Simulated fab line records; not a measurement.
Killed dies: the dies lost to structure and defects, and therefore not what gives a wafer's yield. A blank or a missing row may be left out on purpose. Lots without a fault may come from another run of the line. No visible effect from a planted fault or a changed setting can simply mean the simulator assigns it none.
Which tool is to blame? || flow nand_harc || 36 wafers from 12 lots sampled at 5 of the route's 1302 steps

== WHAT THE GAUGES SHOWED, per wafer ==
NHARC_END_SORT_01.
{"lot": "L490", "measured": "day 28 07:35", "on": "prober-01", "killed_at_array": "665 666 666", "killed_at_other": "3 2 0", "killed_at_periphery": "9 9 11", "killed_dies": "677 677 677", "killed_open": "3 3 7", "killed_short": "1 3 4"}
{"lot": "L489", "measured": "day 28 12:43", "on": "prober-02", "killed_at_array": "660 669 666", "killed_at_other": "5 3 6", "killed_at_periphery": "12 5 5", "killed_dies": "677 677 677", "killed_open": "2 0 3", "killed_short": "0 3 0"}
{"lot": "L492", "measured": "day 28 20:31", "on": "prober-02", "killed_at_array": "672 675 672", "killed_at_other": "2 0 0", "killed_at_periphery": "3 2 5", "killed_dies": "677 677 677", "killed_open": "2 3 1", "killed_short": "3 2 2"}
{"lot": "L499", "measured": "day 32 18:51", "on": "prober-01", "killed_at_array": "56 64 72", "killed_at_other": "4 1 1", "killed_at_periphery": "4 9 3", "killed_dies": "64 74 76", "killed_open": "1 2 3", "killed_short": "5 2 2"}

== WHAT TOOL EACH LOT RAN ON (gives the tool, then ch and the chambers of the sampled wafers, and finally the start) ==
{"lot": "L480", "NHARC_A_STAIRCASE_DESCUM_186": "rie_diel-05 ch 1,2,3, day 15 14:35", "NHARC_A_STAIRCASE_TRIM_191": "rie_diel-05 ch 0,1,2, day 15 15:09", "NHARC_A_STAIRCASE_ETCH_194": "rie_diel-05 ch 2,3, no start", "NHARC_A_STAIRCASE_ETCH_203": "rie_diel-05 ch 0,1, no start"}
{"lot": "L482", "NHARC_A_STAIRCASE_DESCUM_186": "rie_diel-04 ch 0,3, day 16 17:04", "NHARC_A_STAIRCASE_TRIM_191": "rie_diel-04 ch 2,3, day 16 17:37", "NHARC_A_STAIRCASE_ETCH_194": "rie_diel-04 ch 1,3, no start", "NHARC_A_STAIRCASE_ETCH_203": "rie_diel-10 ch 0,1,2, no start"}
{"lot": "L484", "NHARC_A_STAIRCASE_DESCUM_186": "rie_diel-04 ch 0,1,3, day 16 22:50", "NHARC_A_STAIRCASE_TRIM_191": "rie_diel-04 ch 0,1,3, day 16 23:29", "NHARC_A_STAIRCASE_ETCH_194": "rie_diel-04 ch 0,1,2, no start", "NHARC_A_STAIRCASE_ETCH_203": "rie_diel-05 ch 0,1,3, no start"}
{"lot": "L486", "NHARC_A_STAIRCASE_DESCUM_186": "rie_diel-10 ch 0,2,3, day 17 22:53", "NHARC_A_STAIRCASE_TRIM_191": "rie_diel-10 ch 1,2,3, day 17 23:26", "NHARC_A_STAIRCASE_ETCH_194": "rie_diel-10 ch 0,2, no start", "NHARC_A_STAIRCASE_ETCH_203": "rie_diel-10 ch 0,1,3, no start"}
{"lot": "L487", "NHARC_A_STAIRCASE_DESCUM_186": "rie_diel-04 ch 1,3, day 18 10:04", "NHARC_A_STAIRCASE_TRIM_191": "rie_diel-04 ch 0,1,3, day 18 10:37", "NHARC_A_STAIRCASE_ETCH_194": "rie_diel-04 ch 0,2,3, no start", "NHARC_A_STAIRCASE_ETCH_203": "rie_diel-04 ch 0,1,3, no start"}
{"lot": "L490", "NHARC_A_STAIRCASE_DESCUM_186": "rie_diel-04 ch 0,1, day 19 22:21", "NHARC_A_STAIRCASE_TRIM_191": "rie_diel-04 ch 0,3, day 19 22:53", "NHARC_A_STAIRCASE_ETCH_194": "rie_diel-04 ch 0,1, day 28 07:35 or earlier", "NHARC_A_STAIRCASE_ETCH_203": "rie_diel-10 ch 0,2, day 28 07:35 or earlier"}
{"lot": "L489", "NHARC_A_STAIRCASE_DESCUM_186": "rie_diel-04 ch 0,1,2, day 19 23:23", "NHARC_A_STAIRCASE_TRIM_191": "rie_diel-04 ch 0,1, day 19 23:56", "NHARC_A_STAIRCASE_ETCH_194": "rie_diel-04 ch 1,2,3, day 28 12:43 or earlier", "NHARC_A_STAIRCASE_ETCH_203": "rie_diel-04 ch 0,1,2, day 28 12:43 or earlier"}
{"lot": "L492", "NHARC_A_STAIRCASE_DESCUM_186": "rie_diel-10 ch 0,2,3, day 20 05:23", "NHARC_A_STAIRCASE_TRIM_191": "rie_diel-10 ch 0,1,3, day 20 05:56", "NHARC_A_STAIRCASE_ETCH_194": "rie_diel-10 ch 0,1,2, day 28 20:31 or earlier", "NHARC_A_STAIRCASE_ETCH_203": "rie_diel-10 ch 0,2,3, day 28 20:31 or earlier"}
{"lot": "L499", "NHARC_A_STAIRCASE_DESCUM_186": "rie_diel-10 ch 0,1,3, day 23 18:58", "NHARC_A_STAIRCASE_TRIM_191": "rie_diel-10 ch 0,3, day 23 19:37", "NHARC_A_STAIRCASE_ETCH_194": "rie_diel-10 ch 0,3, day 32 18:51 or earlier", "NHARC_A_STAIRCASE_ETCH_203": "rie_diel-05 ch 2,3, day 32 18:51 or earlier"}
{"lot": "L501", "NHARC_A_STAIRCASE_DESCUM_186": "rie_diel-10 ch 0,3, day 24 05:49", "NHARC_A_STAIRCASE_TRIM_191": "rie_diel-10 ch 1,3, day 24 06:22", "NHARC_A_STAIRCASE_ETCH_194": "rie_diel-10 ch 0,2,3, no start", "NHARC_A_STAIRCASE_ETCH_203": "rie_diel-04 ch 1,2,3, no start"}
{"lot": "L502", "NHARC_A_STAIRCASE_DESCUM_186": "rie_diel-10 ch 0,2,3, day 25 00:59", "NHARC_A_STAIRCASE_TRIM_191": "rie_diel-10 ch 0,2,3, day 25 01:31", "NHARC_A_STAIRCASE_ETCH_194": "rie_diel-10 ch 1,2,3, no start", "NHARC_A_STAIRCASE_ETCH_203": "rie_diel-10 ch 0,1,3, no start"}
{"lot": "L503", "NHARC_A_STAIRCASE_DESCUM_186": "rie_diel-04 ch 0,2, day 25 11:11", "NHARC_A_STAIRCASE_TRIM_191": "rie_diel-04 ch 0,1,2, day 25 11:44", "NHARC_A_STAIRCASE_ETCH_194": "rie_diel-04 ch 0,2, no start", "NHARC_A_STAIRCASE_ETCH_203": "rie_diel-04 ch 0,1,3, no start"}
- NHARC_A_STAIRCASE_DESCUM_186: chemistry O2, time 3 s.
- NHARC_A_STAIRCASE_TRIM_191: chemistry O2, time 211.2 s.
- NHARC_A_STAIRCASE_ETCH_194: etches the open film in C4F8/O2, target depth 100 nm, time 40.5 s.
- NHARC_A_STAIRCASE_ETCH_203: etches the open film in C4F8/O2, target depth 100 nm, time 40.5 s.

== AS READ BY THE TOOLS THEMSELVES (means over the sampled wafers that have a number; for cases with no such wafer, the mark the record gives instead) ==
NHARC_A_STAIRCASE_DESCUM_186.
{"lot": "L480", "tool": "rie_diel-05", "drypump_motor_current_A (A)": 5.4, "oes_product_au (a.u.)": 0.995, "rf_vpp_V (V)": 57.8, "showerhead_plenum_p_Torr (Torr)": 1.93, "throttle_valve_pct (%)": 11.315}
{"lot": "L482", "tool": "rie_diel-04", "drypump_motor_current_A (A)": 5.8, "oes_product_au (a.u.)": 0.993, "rf_vpp_V (V)": 56.8, "showerhead_plenum_p_Torr (Torr)": 1.86, "throttle_valve_pct (%)": 11.307}
{"lot": "L484", "tool": "rie_diel-04", "drypump_motor_current_A (A)": 6.2, "oes_product_au (a.u.)": 0.993, "rf_vpp_V (V)": 57.3, "showerhead_plenum_p_Torr (Torr)": 1.91, "throttle_valve_pct (%)": 11.307}
{"lot": "L486", "tool": "rie_diel-10", "drypump_motor_current_A (A)": 5.9, "oes_product_au (a.u.)": 1.003, "rf_vpp_V (V)": 57.4, "showerhead_plenum_p_Torr (Torr)": 1.82, "throttle_valve_pct (%)": 11.303}
{"lot": "L487", "tool": "rie_diel-04", "drypump_motor_current_A (A)": 6.6, "oes_product_au (a.u.)": 1.011, "rf_vpp_V (V)": 58.2, "showerhead_plenum_p_Torr (Torr)": 1.96, "throttle_valve_pct (%)": 11.300}
{"lot": "L490", "tool": "rie_diel-04", "drypump_motor_current_A (A)": 6.2, "oes_product_au (a.u.)": 1.000, "rf_vpp_V (V)": 57.7, "showerhead_plenum_p_Torr (Torr)": 1.90, "throttle_valve_pct (%)": 11.316}
{"lot": "L489", "tool": "rie_diel-04", "drypump_motor_current_A (A)": 5.9, "oes_product_au (a.u.)": 1.001, "rf_vpp_V (V)": 57.7, "showerhead_plenum_p_Torr (Torr)": 1.84, "throttle_valve_pct (%)": 11.303}
{"lot": "L492", "tool": "rie_diel-10", "drypump_motor_current_A (A)": 6.0, "oes_product_au (a.u.)": 1.002, "rf_vpp_V (V)": 57.9, "showerhead_plenum_p_Torr (Torr)": 1.82, "throttle_valve_pct (%)": 11.304}
{"lot": "L499", "tool": "rie_diel-10", "drypump_motor_current_A (A)": 5.8, "oes_product_au (a.u.)": 0.994, "rf_vpp_V (V)": 57.3, "showerhead_plenum_p_Torr (Torr)": 1.88, "throttle_valve_pct (%)": 11.311}
{"lot": "L501", "tool": "rie_diel-10", "drypump_motor_current_A (A)": 6.1, "oes_product_au (a.u.)": 0.990, "rf_vpp_V (V)": 57.4, "showerhead_plenum_p_Torr (Torr)": 1.81, "throttle_valve_pct (%)": 11.311}
{"lot": "L502", "tool": "rie_diel-10", "drypump_motor_current_A (A)": 5.9, "oes_product_au (a.u.)": 0.995, "rf_vpp_V (V)": 57.7, "showerhead_plenum_p_Torr (Torr)": 1.80, "throttle_valve_pct (%)": 11.314}
{"lot": "L503", "tool": "rie_diel-04", "drypump_motor_current_A (A)": 5.4, "oes_product_au (a.u.)": 0.994, "rf_vpp_V (V)": 57.6, "showerhead_plenum_p_Torr (Torr)": 1.77, "throttle_valve_pct (%)": 11.312}

NHARC_A_STAIRCASE_TRIM_191.
{"lot": "L480", "tool": "rie_diel-05", "chamber_pressure_mTorr (mTorr)": 60.02, "drypump_motor_current_A (A)": 5.5, "oes_product_au (a.u.)": 1.003, "rf_vpp_V (V)": 57.8, "showerhead_plenum_p_Torr (Torr)": 3.50, "throttle_valve_pct (%)": 17.032}
{"lot": "L482", "tool": "rie_diel-04", "chamber_pressure_mTorr (mTorr)": 59.99, "drypump_motor_current_A (A)": 6.3, "oes_product_au (a.u.)": 1.014, "rf_vpp_V (V)": 58.4, "showerhead_plenum_p_Torr (Torr)": 3.53, "throttle_valve_pct (%)": 17.032}
{"lot": "L484", "tool": "rie_diel-04", "chamber_pressure_mTorr (mTorr)": 60.01, "drypump_motor_current_A (A)": 6.2, "oes_product_au (a.u.)": 0.993, "rf_vpp_V (V)": 57.7, "showerhead_plenum_p_Torr (Torr)": 3.52, "throttle_valve_pct (%)": 17.041}
{"lot": "L486", "tool": "rie_diel-10", "chamber_pressure_mTorr (mTorr)": 59.94, "drypump_motor_current_A (A)": 5.6, "oes_product_au (a.u.)": 1.002, "rf_vpp_V (V)": 57.7, "showerhead_plenum_p_Torr (Torr)": 3.49, "throttle_valve_pct (%)": 17.034}
{"lot": "L487", "tool": "rie_diel-04", "chamber_pressure_mTorr (mTorr)": 60.01, "drypump_motor_current_A (A)": 6.2, "oes_product_au (a.u.)": 1.009, "rf_vpp_V (V)": 58.6, "showerhead_plenum_p_Torr (Torr)": 3.52, "throttle_valve_pct (%)": 17.043}
{"lot": "L490", "tool": "rie_diel-04", "chamber_pressure_mTorr (mTorr)": "-", "drypump_motor_current_A (A)": "-", "oes_product_au (a.u.)": "-", "rf_vpp_V (V)": "-", "showerhead_plenum_p_Torr (Torr)": "-", "throttle_valve_pct (%)": "-"}
{"lot": "L489", "tool": "rie_diel-04", "chamber_pressure_mTorr (mTorr)": "-", "drypump_motor_current_A (A)": "-", "oes_product_au (a.u.)": "-", "rf_vpp_V (V)": "-", "showerhead_plenum_p_Torr (Torr)": "-", "throttle_valve_pct (%)": "-"}
{"lot": "L492", "tool": "rie_diel-10", "chamber_pressure_mTorr (mTorr)": "-", "drypump_motor_current_A (A)": "-", "oes_product_au (a.u.)": "-", "rf_vpp_V (V)": "-", "showerhead_plenum_p_Torr (Torr)": "-", "throttle_valve_pct (%)": "-"}
{"lot": "L499", "tool": "rie_diel-10", "chamber_pressure_mTorr (mTorr)": 60.04, "drypump_motor_current_A (A)": 6.1, "oes_product_au (a.u.)": 0.988, "rf_vpp_V (V)": 57.3, "showerhead_plenum_p_Torr (Torr)": 3.35, "throttle_valve_pct (%)": 17.032}
{"lot": "L501", "tool": "rie_diel-10", "chamber_pressure_mTorr (mTorr)": 60.05, "drypump_motor_current_A (A)": 5.8, "oes_product_au (a.u.)": 0.991, "rf_vpp_V (V)": 57.1, "showerhead_plenum_p_Torr (Torr)": 3.53, "throttle_valve_pct (%)": 17.029}
{"lot": "L502", "tool": "rie_diel-10", "chamber_pressure_mTorr (mTorr)": 59.98, "drypump_motor_current_A (A)": 5.9, "oes_product_au (a.u.)": 0.990, "rf_vpp_V (V)": 57.2, "showerhead_plenum_p_Torr (Torr)": 3.34, "throttle_valve_pct (%)": 17.029}
{"lot": "L503", "tool": "rie_diel-04", "chamber_pressure_mTorr (mTorr)": 60.03, "drypump_motor_current_A (A)": 5.9, "oes_product_au (a.u.)": 1.002, "rf_vpp_V (V)": 57.3, "showerhead_plenum_p_Torr (Torr)": 3.39, "throttle_valve_pct (%)": 17.032}

NHARC_A_STAIRCASE_ETCH_194.
{"lot": "L480", "tool": "rie_diel-05", "oes_product_au (a.u.)": 0.953, "rf_vpp_V (V)": 898}
{"lot": "L482", "tool": "rie_diel-04", "oes_product_au (a.u.)": 0.944, "rf_vpp_V (V)": 900}
{"lot": "L484", "tool": "rie_diel-04", "oes_product_au (a.u.)": 0.942, "rf_vpp_V (V)": 892}
{"lot": "L486", "tool": "rie_diel-10", "oes_product_au (a.u.)": 0.928, "rf_vpp_V (V)": 887}
{"lot": "L487", "tool": "rie_diel-04", "oes_product_au (a.u.)": 0.963, "rf_vpp_V (V)": 892}
{"lot": "L490", "tool": "rie_diel-04", "oes_product_au (a.u.)": 0.929, "rf_vpp_V (V)": 892}
{"lot": "L489", "tool": "rie_diel-04", "oes_product_au (a.u.)": 0.958, "rf_vpp_V (V)": 895}
{"lot": "L492", "tool": "rie_diel-10", "oes_product_au (a.u.)": 0.943, "rf_vpp_V (V)": 891}
{"lot": "L499", "tool": "rie_diel-10", "oes_product_au (a.u.)": 0.936, "rf_vpp_V (V)": 892}
{"lot": "L501", "tool": "rie_diel-10", "oes_product_au (a.u.)": 0.944, "rf_vpp_V (V)": 890}
{"lot": "L502", "tool": "rie_diel-10", "oes_product_au (a.u.)": 0.938, "rf_vpp_V (V)": 893}
{"lot": "L503", "tool": "rie_diel-04", "oes_product_au (a.u.)": 0.931, "rf_vpp_V (V)": 887}

NHARC_A_STAIRCASE_ETCH_203.
{"lot": "L480", "tool": "rie_diel-05", "oes_product_au (a.u.)": 0.949, "rf_vpp_V (V)": 895}
{"lot": "L482", "tool": "rie_diel-10", "oes_product_au (a.u.)": 0.939, "rf_vpp_V (V)": 892}
{"lot": "L484", "tool": "rie_diel-05", "oes_product_au (a.u.)": 0.943, "rf_vpp_V (V)": 900}
{"lot": "L486", "tool": "rie_diel-10", "oes_product_au (a.u.)": 0.955, "rf_vpp_V (V)": 894}
{"lot": "L487", "tool": "rie_diel-04", "oes_product_au (a.u.)": 0.948, "rf_vpp_V (V)": 895}
{"lot": "L490", "tool": "rie_diel-10", "oes_product_au (a.u.)": 0.944, "rf_vpp_V (V)": 888}
{"lot": "L489", "tool": "rie_diel-04", "oes_product_au (a.u.)": 0.941, "rf_vpp_V (V)": 891}
{"lot": "L492", "tool": "rie_diel-10", "oes_product_au (a.u.)": 0.945, "rf_vpp_V (V)": 889}
{"lot": "L499", "tool": "rie_diel-05", "oes_product_au (a.u.)": 0.952, "rf_vpp_V (V)": 897}
{"lot": "L501", "tool": "rie_diel-04", "oes_product_au (a.u.)": 0.951, "rf_vpp_V (V)": 895}
{"lot": "L502", "tool": "rie_diel-10", "oes_product_au (a.u.)": 0.933, "rf_vpp_V (V)": 894}
{"lot": "L503", "tool": "rie_diel-04", "oes_product_au (a.u.)": 0.936, "rf_vpp_V (V)": 895}

== THE ANSWER, worked out from the rows above alone ==
Rule: usual is defined by the lots themselves. The widest of any qualifying gaps counts: lots, ordered by their means at a reading, are off when they make up no more than a third of the lots, leave a main group of 4 or more, and stand apart from it by 3 or more times the standard deviation of that group's means. The tables above print the reading to a certain number of digits; a main group whose means all agree to those digits is not used. Also off: a lot with no number at a reading for which 4 or more lots have one. Any other lot the step has rows for is counted as sound. Order of review: gauges by route order, followed by the tools' own readings, for which a lot's mean as printed above is used. The first step at which some lot is off is used, and at that step the reading that is off furthest; a lot without a number counts as furthest.
Off at NHARC_A_STAIRCASE_TRIM_191 (chamber_pressure_mTorr): L490, L489, L492. Without a number there: L490, L489, L492. Mean 60.01 mTorr and standard deviation 0.032 in the main group.
If a tool, at that step or one of the process steps before it, ran each lot that is off and ran no sound lot following the first of them, it fits. No candidate that was tried fits.

== WHAT THE SIMULATOR HAD INSERTED ==
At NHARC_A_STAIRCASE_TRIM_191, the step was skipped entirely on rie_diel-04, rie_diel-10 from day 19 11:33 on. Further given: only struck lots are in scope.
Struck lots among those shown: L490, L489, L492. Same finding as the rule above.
